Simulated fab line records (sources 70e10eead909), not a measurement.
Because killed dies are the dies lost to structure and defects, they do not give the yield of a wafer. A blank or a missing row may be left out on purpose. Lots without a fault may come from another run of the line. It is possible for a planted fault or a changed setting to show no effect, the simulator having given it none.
Which of the tools did it?    flow nand harc    18 wafers from 6 lots sampled at 4 of the route's 1159 steps

WHAT THE GAUGES SHOWED, per wafer
NHARC_A_BLC_CD_MEAS_10 targets a cd of 100 nm.
lot   measured      on         cd nm (nm)
L972  day 17 20:53  cd sem-01  101.3 100.4 100.5
L968  day 18 02:59  cd sem-02  99.9 99.4 100.3
L973  day 18 15:05  cd sem-02  101.2 101.0 99.7
L984  day 21 14:46  cd sem-01  102.9 102.6 103.9
L990  day 22 13:11  cd sem-03  100.8 101.5 101.1
L989  day 22 21:42  cd sem-01  99.2 100.4 99.4

EACH LOT AND THE TOOL THAT RAN IT (in order: tool; ch and the chambers of the sampled wafers; start)
lot   NHARC_A_CONTACT_ETCH_139              NHARC_A_CONTACT_CMP_20         NHARC_A_BLC_PEB_08
L972  har cap etch-02 ch 0,1, day 17 16:29  cmp-01 ch 0,1,2, day 17 20:06  litho track-01 ch 0, day 17 20:49
L968  har cap etch-02 ch 0,1, day 17 19:54  cmp-01 ch 0,2,3, day 18 02:05  litho track-06 ch 0, day 18 02:55
L973  har cap etch-02 ch 0,1, day 18 11:25  cmp-03 ch 1,3, day 18 14:19    litho track-01 ch 0, day 18 15:00
L984  har cap etch-02 ch 0,1, day 21 09:15  cmp-01 ch 0,2,3, day 21 13:52  litho track-06 ch 0, day 21 14:41
L990  har cap etch-01 ch 0,1, day 22 09:10  cmp-01 ch 1,2,3, day 22 12:17  litho track-01 ch 0, day 22 13:07
L989  har cap etch-03 ch 0,1, day 22 14:48  cmp-04 ch 0,1, day 22 20:56    litho track-04 ch 0, day 22 21:37
- NHARC_A_CONTACT_ETCH_139: etches the open film in C4F8/O2/Ar, time 137 s, target depth 590 nm.
- NHARC_A_CONTACT_CMP_20: polishes, t overpolish 30 s, target thk 300 nm.
- NHARC_A_BLC_PEB_08: peb time 65 s.

THE ANSWER, worked out from the rows above alone
Rule: usual is defined by the lots themselves. The widest of any qualifying gaps counts: lots, ordered by their means at a reading, are off when they make up no more than a third of the lots, leave a main group of 4 or more, and stand apart from it by 3 or more times the standard deviation of that group's means. Not used: any main group whose means are identical at the precision the tables above print for the reading. A lot without any number at a reading at which 4 lots or more have one is off too. Where the step has rows for the other lots, those lots are counted as sound.
Off: L984 (NHARC_A_BLC_CD_MEAS_10, cd nm). For the main group the mean is 100.4 nm and the standard deviation 0.55.
A tool fits if, at a process step before that reading, it ran every lot that is off, and no sound lot after the first of them. The gauges at NHARC_A_BLC_CD_MEAS_10 are tried like those tools. Undecided on this evidence; 2 tools fit (har cap etch-02 at NHARC_A_CONTACT_ETCH_139, litho track-06 at NHARC_A_BLC_PEB_08).

WHAT THE SIMULATOR HAD PUT IN
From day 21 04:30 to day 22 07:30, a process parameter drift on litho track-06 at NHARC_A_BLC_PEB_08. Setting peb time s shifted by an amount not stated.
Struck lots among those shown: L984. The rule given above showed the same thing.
